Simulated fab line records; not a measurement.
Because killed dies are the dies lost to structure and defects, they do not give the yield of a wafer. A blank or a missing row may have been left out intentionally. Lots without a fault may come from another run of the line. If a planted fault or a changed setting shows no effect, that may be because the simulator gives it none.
Which tool did it? / flow n5-finfet / 24 lots with 72 wafers sampled at 6 steps, on a route of 1938 steps

## WHAT THE GAUGES READ, wafer by wafer
N5_BEOL_M4_CD_MEAS_18: pitch 36 nm, target cd 18 nm.
lot=L074; measured=day 8 15:46; on=cd-sem-02; cd-nm (nm)=17.80 17.67 17.83
lot=L075; measured=day 10 02:33; on=cd-sem-01; cd-nm (nm)=18.10 18.20 18.65
lot=L076; measured=day 10 04:42; on=cd-sem-01; cd-nm (nm)=18.20 17.92 18.18
lot=L077; measured=day 10 04:56; on=cd-sem-02; cd-nm (nm)=18.09 17.51 17.85
lot=L078; measured=day 10 06:29; on=cd-sem-02; cd-nm (nm)=18.02 17.73 18.16
lot=L080; measured=day 10 19:52; on=cd-sem-03; cd-nm (nm)=17.64 18.07 17.88
lot=L081; measured=day 10 20:01; on=cd-sem-02; cd-nm (nm)=18.16 18.24 18.10
lot=L082; measured=day 11 01:42; on=cd-sem-03; cd-nm (nm)=17.90 17.75 18.03
lot=L083; measured=day 11 03:25; on=cd-sem-03; cd-nm (nm)=18.72 18.31 18.00
lot=L084; measured=day 11 10:03; on=cd-sem-01; cd-nm (nm)=18.27 17.75 17.93
lot=L085; measured=day 11 12:53; on=cd-sem-01; cd-nm (nm)=18.34 18.01 18.10
lot=L086; measured=day 11 20:07; on=cd-sem-01; cd-nm (nm)=18.14 17.91 17.77
lot=L092; measured=day 12 02:09; on=cd-sem-02; cd-nm (nm)=17.65 18.20 17.89
lot=L088; measured=day 12 22:50; on=cd-sem-01; cd-nm (nm)=17.93 18.33 18.20
lot=L087; measured=day 13 08:44; on=cd-sem-01; cd-nm (nm)=17.91 18.22 17.58
lot=L090; measured=day 13 12:39; on=cd-sem-02; cd-nm (nm)=17.98 18.13 17.58
lot=L089; measured=day 13 12:51; on=cd-sem-01; cd-nm (nm)=18.20 18.27 17.82
lot=L091; measured=day 13 14:26; on=cd-sem-03; cd-nm (nm)=17.92 17.86 18.07
lot=L093; measured=day 14 07:11; on=cd-sem-02; cd-nm (nm)=17.99 18.50 18.05
lot=L079; measured=day 14 09:42; on=cd-sem-01; cd-nm (nm)=17.98 18.25 17.95
lot=L097; measured=day 14 11:33; on=cd-sem-03; cd-nm (nm)=18.31 18.41 18.29
lot=L095; measured=day 15 04:28; on=cd-sem-03; cd-nm (nm)=17.99 18.21 18.36
lot=L096; measured=day 15 08:00; on=cd-sem-02; cd-nm (nm)=17.85 18.36 17.92
lot=L094; measured=day 15 09:36; on=cd-sem-03; cd-nm (nm)=17.86 17.53 17.84

N5_BEOL_M4_INSPECT_59: inspects for defects (darkfield).
lot=L074; measured=day 9 18:46; on=defect-inspect-02; raw-defect-count=62 84 59
lot=L075; measured=day 11 04:23; on=defect-inspect-01; raw-defect-count=113 80 95
lot=L076; measured=day 11 09:52; on=defect-inspect-02; raw-defect-count=80 71 48
lot=L077; measured=day 11 12:29; on=defect-inspect-01; raw-defect-count=61 107 76
lot=L078; measured=day 11 18:31; on=defect-inspect-01; raw-defect-count=104 73 66
lot=L080; measured=day 12 01:47; on=defect-inspect-01; raw-defect-count=55 38 36
lot=L081; measured=day 12 05:05; on=defect-inspect-02; raw-defect-count=74 75 55
lot=L082; measured=day 12 11:28; on=defect-inspect-02; raw-defect-count=54 60 78
lot=L083; measured=day 12 12:07; on=defect-inspect-02; raw-defect-count=73 105 113
lot=L084; measured=day 12 16:55; on=defect-inspect-02; raw-defect-count=49 48 89
lot=L085; measured=day 13 00:49; on=defect-inspect-02; raw-defect-count=39 25 46
lot=L086; measured=day 13 07:43; on=defect-inspect-02; raw-defect-count=128 88 65
lot=L092; measured=day 13 07:50; on=defect-inspect-02; raw-defect-count=76 80 82
lot=L088; measured=day 13 22:08; on=defect-inspect-01; raw-defect-count=113 148 138
lot=L087; measured=day 14 02:53; on=defect-inspect-01; raw-defect-count=47 107 100
lot=L090; measured=day 14 07:16; on=defect-inspect-01; raw-defect-count=61 82 69
lot=L089; measured=day 13 23:46; on=defect-inspect-02; raw-defect-count=68 63 93
lot=L091; measured=day 14 10:11; on=defect-inspect-01; raw-defect-count=53 54 76
lot=L093; measured=day 14 15:11; on=defect-inspect-02; raw-defect-count=56 56 81
lot=L079; measured=day 15 11:16; on=defect-inspect-01; raw-defect-count=75 81 75
lot=L097; measured=day 15 11:41; on=defect-inspect-02; raw-defect-count=49 50 52
lot=L095; measured=day 16 13:34; on=defect-inspect-01; raw-defect-count=63 73 63
lot=L096; measured=day 15 22:28; on=defect-inspect-01; raw-defect-count=56 49 34
lot=L094; measured=day 16 09:25; on=defect-inspect-01; raw-defect-count=58 68 80

N5_BEOL_M5_INSPECT_13: inspects for defects (brightfield).
lot=L074; measured=day 9 21:29; on=defect-inspect-01; raw-defect-count=469 767 619
lot=L075; measured=day 11 06:53; on=defect-inspect-01; raw-defect-count=520 308 358
lot=L076; measured=day 11 12:18; on=defect-inspect-01; raw-defect-count=430 417 329
lot=L077; measured=day 11 15:23; on=defect-inspect-01; raw-defect-count=387 566 406
lot=L078; measured=day 11 21:13; on=defect-inspect-01; raw-defect-count=488 605 516
lot=L080; measured=day 12 05:42; on=defect-inspect-01; raw-defect-count=509 500 394
lot=L081; measured=day 12 07:27; on=defect-inspect-02; raw-defect-count=460 471 382
lot=L082; measured=day 12 15:02; on=defect-inspect-01; raw-defect-count=450 472 497
lot=L083; measured=day 12 15:07; on=defect-inspect-02; raw-defect-count=469 411 479
lot=L084; measured=day 12 19:34; on=defect-inspect-02; raw-defect-count=424 377 497
lot=L085; measured=day 13 04:04; on=defect-inspect-01; raw-defect-count=393 640 403
lot=L086; measured=day 13 10:29; on=defect-inspect-01; raw-defect-count=463 374 355
lot=L092; measured=day 13 10:32; on=defect-inspect-01; raw-defect-count=368 419 567
lot=L088; measured=day 14 01:05; on=defect-inspect-02; raw-defect-count=409 481 536
lot=L087; measured=day 14 06:03; on=defect-inspect-01; raw-defect-count=358 566 421
lot=L090; measured=day 14 10:08; on=defect-inspect-01; raw-defect-count=341 317 280
lot=L089; measured=day 14 06:01; on=defect-inspect-01; raw-defect-count=409 511 493
lot=L091; measured=day 14 14:49; on=defect-inspect-01; raw-defect-count=383 358 383
lot=L093; measured=day 14 18:37; on=defect-inspect-02; raw-defect-count=302 394 433
lot=L079; measured=day 15 14:57; on=defect-inspect-02; raw-defect-count=367 395 520
lot=L097; measured=day 15 15:12; on=defect-inspect-02; raw-defect-count=343 268 317
lot=L095; measured=day 16 16:08; on=defect-inspect-02; raw-defect-count=502 462 261
lot=L096; measured=day 16 00:59; on=defect-inspect-02; raw-defect-count=361 302 307
lot=L094; measured=day 16 12:20; on=defect-inspect-02; raw-defect-count=543 469 373

## WHAT TOOL EACH LOT RAN ON (gives the tool, then ch and the chambers of the sampled wafers, and finally the start)
lot=L074; N5_BEOL_M4_ANNEAL_49=pvd-sputter-02, day 9 15:44; N5_BEOL_M4_ANNEAL_91=pvd-sputter-02, day 9 16:50; N5_BEOL_M4_ANNEAL_93=pvd-sputter-02, day 9 17:04
lot=L075; N5_BEOL_M4_ANNEAL_49=pvd-sputter-01, day 11 01:13; N5_BEOL_M4_ANNEAL_91=pvd-sputter-01, day 11 02:19; N5_BEOL_M4_ANNEAL_93=pvd-sputter-01, day 11 02:32
lot=L076; N5_BEOL_M4_ANNEAL_49=pvd-sputter-01, day 11 07:02; N5_BEOL_M4_ANNEAL_91=pvd-sputter-01, day 11 08:08; N5_BEOL_M4_ANNEAL_93=pvd-sputter-01, day 11 08:21
lot=L077; N5_BEOL_M4_ANNEAL_49=pvd-sputter-02, day 11 09:43; N5_BEOL_M4_ANNEAL_91=pvd-sputter-02, day 11 10:49; N5_BEOL_M4_ANNEAL_93=pvd-sputter-02, day 11 11:02
lot=L078; N5_BEOL_M4_ANNEAL_49=pvd-sputter-03, day 11 15:43; N5_BEOL_M4_ANNEAL_91=pvd-sputter-03, day 11 16:49; N5_BEOL_M4_ANNEAL_93=pvd-sputter-03, day 11 17:02
lot=L080; N5_BEOL_M4_ANNEAL_49=pvd-sputter-01, day 11 23:02; N5_BEOL_M4_ANNEAL_91=pvd-sputter-01, day 12 00:08; N5_BEOL_M4_ANNEAL_93=pvd-sputter-01, day 12 00:21
lot=L081; N5_BEOL_M4_ANNEAL_49=pvd-sputter-03, day 12 02:05; N5_BEOL_M4_ANNEAL_91=pvd-sputter-03, day 12 03:11; N5_BEOL_M4_ANNEAL_93=pvd-sputter-03, day 12 03:24
lot=L082; N5_BEOL_M4_ANNEAL_49=pvd-sputter-03, day 12 08:19; N5_BEOL_M4_ANNEAL_91=pvd-sputter-03, day 12 09:25; N5_BEOL_M4_ANNEAL_93=pvd-sputter-03, day 12 09:38
lot=L083; N5_BEOL_M4_ANNEAL_49=pvd-sputter-01, day 12 09:11; N5_BEOL_M4_ANNEAL_91=pvd-sputter-01, day 12 10:17; N5_BEOL_M4_ANNEAL_93=pvd-sputter-01, day 12 10:31
lot=L084; N5_BEOL_M4_ANNEAL_49=pvd-sputter-02, day 12 14:08; N5_BEOL_M4_ANNEAL_91=pvd-sputter-02, day 12 15:14; N5_BEOL_M4_ANNEAL_93=pvd-sputter-02, day 12 15:28
lot=L085; N5_BEOL_M4_ANNEAL_49=pvd-sputter-03, day 12 22:04; N5_BEOL_M4_ANNEAL_91=pvd-sputter-03, day 12 23:10; N5_BEOL_M4_ANNEAL_93=pvd-sputter-03, day 12 23:23
lot=L086; N5_BEOL_M4_ANNEAL_49=pvd-sputter-03, day 13 04:57; N5_BEOL_M4_ANNEAL_91=pvd-sputter-03, day 13 06:03; N5_BEOL_M4_ANNEAL_93=pvd-sputter-03, day 13 06:16
lot=L092; N5_BEOL_M4_ANNEAL_49=pvd-sputter-02, day 13 05:05; N5_BEOL_M4_ANNEAL_91=pvd-sputter-02, day 13 06:11; N5_BEOL_M4_ANNEAL_93=pvd-sputter-02, day 13 06:25
lot=L088; N5_BEOL_M4_ANNEAL_49=pvd-sputter-03, day 13 19:10; N5_BEOL_M4_ANNEAL_91=pvd-sputter-03, day 13 20:16; N5_BEOL_M4_ANNEAL_93=pvd-sputter-03, day 13 20:29
lot=L087; N5_BEOL_M4_ANNEAL_49=pvd-sputter-01, day 14 00:01; N5_BEOL_M4_ANNEAL_91=pvd-sputter-01, day 14 01:07; N5_BEOL_M4_ANNEAL_93=pvd-sputter-01, day 14 01:20
lot=L090; N5_BEOL_M4_ANNEAL_49=pvd-sputter-02, day 14 04:30; N5_BEOL_M4_ANNEAL_91=pvd-sputter-02, day 14 05:36; N5_BEOL_M4_ANNEAL_93=pvd-sputter-02, day 14 05:49
lot=L089; N5_BEOL_M4_ANNEAL_49=pvd-sputter-02, day 13 20:59; N5_BEOL_M4_ANNEAL_91=pvd-sputter-02, day 13 22:05; N5_BEOL_M4_ANNEAL_93=pvd-sputter-02, day 13 22:18
lot=L091; N5_BEOL_M4_ANNEAL_49=pvd-sputter-02, day 14 07:25; N5_BEOL_M4_ANNEAL_91=pvd-sputter-02, day 14 08:31; N5_BEOL_M4_ANNEAL_93=pvd-sputter-02, day 14 08:44
lot=L093; N5_BEOL_M4_ANNEAL_49=pvd-sputter-01, day 14 12:16; N5_BEOL_M4_ANNEAL_91=pvd-sputter-01, day 14 13:22; N5_BEOL_M4_ANNEAL_93=pvd-sputter-01, day 14 13:35
lot=L079; N5_BEOL_M4_ANNEAL_49=pvd-sputter-02, day 15 08:31; N5_BEOL_M4_ANNEAL_91=pvd-sputter-02, day 15 09:37; N5_BEOL_M4_ANNEAL_93=pvd-sputter-02, day 15 09:50
lot=L097; N5_BEOL_M4_ANNEAL_49=pvd-sputter-03, day 15 08:39; N5_BEOL_M4_ANNEAL_91=pvd-sputter-03, day 15 09:45; N5_BEOL_M4_ANNEAL_93=pvd-sputter-03, day 15 09:58
lot=L095; N5_BEOL_M4_ANNEAL_49=pvd-sputter-01, day 16 01:17; N5_BEOL_M4_ANNEAL_91=pvd-sputter-01, day 16 02:23; N5_BEOL_M4_ANNEAL_93=pvd-sputter-01, day 16 02:36
lot=L096; N5_BEOL_M4_ANNEAL_49=pvd-sputter-01, day 15 19:38; N5_BEOL_M4_ANNEAL_91=pvd-sputter-01, day 15 20:44; N5_BEOL_M4_ANNEAL_93=pvd-sputter-01, day 15 20:58
lot=L094; N5_BEOL_M4_ANNEAL_49=pvd-sputter-02, day 16 06:39; N5_BEOL_M4_ANNEAL_91=pvd-sputter-02, day 16 07:45; N5_BEOL_M4_ANNEAL_93=pvd-sputter-02, day 16 07:58
- N5_BEOL_M4_ANNEAL_49: time 240 s.
- N5_BEOL_M4_ANNEAL_91: time 240 s.
- N5_BEOL_M4_ANNEAL_93: time 240 s.

## WHAT THE TOOLS THEMSELVES READ (means of the sampled wafers that have a number; where no wafer has one, the mark that the record gives instead)
N5_BEOL_M4_ANNEAL_49.
lot=L074; tool=pvd-sputter-02; heater-power-w (W)=848
lot=L075; tool=pvd-sputter-01; heater-power-w (W)=866
lot=L076; tool=pvd-sputter-01; heater-power-w (W)=793
lot=L077; tool=pvd-sputter-02; heater-power-w (W)=847
lot=L078; tool=pvd-sputter-03; heater-power-w (W)=805
lot=L080; tool=pvd-sputter-01; heater-power-w (W)=831
lot=L081; tool=pvd-sputter-03; heater-power-w (W)=847
lot=L082; tool=pvd-sputter-03; heater-power-w (W)=800
lot=L083; tool=pvd-sputter-01; heater-power-w (W)=925
lot=L084; tool=pvd-sputter-02; heater-power-w (W)=848
lot=L085; tool=pvd-sputter-03; heater-power-w (W)=836
lot=L086; tool=pvd-sputter-03; heater-power-w (W)=846
lot=L092; tool=pvd-sputter-02; heater-power-w (W)=827
lot=L088; tool=pvd-sputter-03; heater-power-w (W)=788
lot=L087; tool=pvd-sputter-01; heater-power-w (W)=853
lot=L090; tool=pvd-sputter-02; heater-power-w (W)=799
lot=L089; tool=pvd-sputter-02; heater-power-w (W)=830
lot=L091; tool=pvd-sputter-02; heater-power-w (W)=806
lot=L093; tool=pvd-sputter-01; heater-power-w (W)=796
lot=L079; tool=pvd-sputter-02; heater-power-w (W)=799
lot=L097; tool=pvd-sputter-03; heater-power-w (W)=737
lot=L095; tool=pvd-sputter-01; heater-power-w (W)=864
lot=L096; tool=pvd-sputter-01; heater-power-w (W)=803
lot=L094; tool=pvd-sputter-02; heater-power-w (W)=812

N5_BEOL_M4_ANNEAL_91.
lot=L074; tool=pvd-sputter-02; heater-power-w (W)=846
lot=L075; tool=pvd-sputter-01; heater-power-w (W)=851
lot=L076; tool=pvd-sputter-01; heater-power-w (W)=793
lot=L077; tool=pvd-sputter-02; heater-power-w (W)=849
lot=L078; tool=pvd-sputter-03; heater-power-w (W)=787
lot=L080; tool=pvd-sputter-01; heater-power-w (W)=820
lot=L081; tool=pvd-sputter-03; heater-power-w (W)=839
lot=L082; tool=pvd-sputter-03; heater-power-w (W)=796
lot=L083; tool=pvd-sputter-01; heater-power-w (W)=933
lot=L084; tool=pvd-sputter-02; heater-power-w (W)=856
lot=L085; tool=pvd-sputter-03; heater-power-w (W)=832
lot=L086; tool=pvd-sputter-03; heater-power-w (W)=841
lot=L092; tool=pvd-sputter-02; heater-power-w (W)=812
lot=L088; tool=pvd-sputter-03; heater-power-w (W)=782
lot=L087; tool=pvd-sputter-01; heater-power-w (W)=838
lot=L090; tool=pvd-sputter-02; heater-power-w (W)=818
lot=L089; tool=pvd-sputter-02; heater-power-w (W)=836
lot=L091; tool=pvd-sputter-02; heater-power-w (W)=824
lot=L093; tool=pvd-sputter-01; heater-power-w (W)=802
lot=L079; tool=pvd-sputter-02; heater-power-w (W)=799
lot=L097; tool=pvd-sputter-03; heater-power-w (W)=742
lot=L095; tool=pvd-sputter-01; heater-power-w (W)=855
lot=L096; tool=pvd-sputter-01; heater-power-w (W)=794
lot=L094; tool=pvd-sputter-02; heater-power-w (W)=812

N5_BEOL_M4_ANNEAL_93.
lot=L074; tool=pvd-sputter-02; heater-power-w (W)=853
lot=L075; tool=pvd-sputter-01; heater-power-w (W)=869
lot=L076; tool=pvd-sputter-01; heater-power-w (W)=787
lot=L077; tool=pvd-sputter-02; heater-power-w (W)=843
lot=L078; tool=pvd-sputter-03; heater-power-w (W)=804
lot=L080; tool=pvd-sputter-01; heater-power-w (W)=837
lot=L081; tool=pvd-sputter-03; heater-power-w (W)=849
lot=L082; tool=pvd-sputter-03; heater-power-w (W)=790
lot=L083; tool=pvd-sputter-01; heater-power-w (W)=952
lot=L084; tool=pvd-sputter-02; heater-power-w (W)=837
lot=L085; tool=pvd-sputter-03; heater-power-w (W)=845
lot=L086; tool=pvd-sputter-03; heater-power-w (W)=844
lot=L092; tool=pvd-sputter-02; heater-power-w (W)=818
lot=L088; tool=pvd-sputter-03; heater-power-w (W)=799
lot=L087; tool=pvd-sputter-01; heater-power-w (W)=847
lot=L090; tool=pvd-sputter-02; heater-power-w (W)=818
lot=L089; tool=pvd-sputter-02; heater-power-w (W)=826
lot=L091; tool=pvd-sputter-02; heater-power-w (W)=818
lot=L093; tool=pvd-sputter-01; heater-power-w (W)=793
lot=L079; tool=pvd-sputter-02; heater-power-w (W)=783
lot=L097; tool=pvd-sputter-03; heater-power-w (W)=753
lot=L095; tool=pvd-sputter-01; heater-power-w (W)=851
lot=L096; tool=pvd-sputter-01; heater-power-w (W)=787
lot=L094; tool=pvd-sputter-02; heater-power-w (W)=820

## THE ANSWER, worked out from the rows above alone
Rule: the usual values come from the lots themselves. Put in order of their means at a reading, lots are off if they are a third of the lots or fewer, leave a main group of 4 or more, and stand apart from it by a gap of 3 or more times the standard deviation of the main group's means; of several such gaps the widest counts. A main group is skipped when, at the precision printed for the reading in the tables above, its means are all equal. A lot without any number at a reading at which 4 lots or more have one is off too. Where the step has rows for the other lots, those lots are counted as sound. Order of review: gauges by route order, followed by the tools' own readings, for which a lot's mean as printed above is used. At the first step where some lot is off, the reading lying furthest off is the one used; lots without a number count as furthest.
No lot is off at any reading shown: from this, nothing can be told.

## WHAT WAS PUT IN BY THE SIMULATOR
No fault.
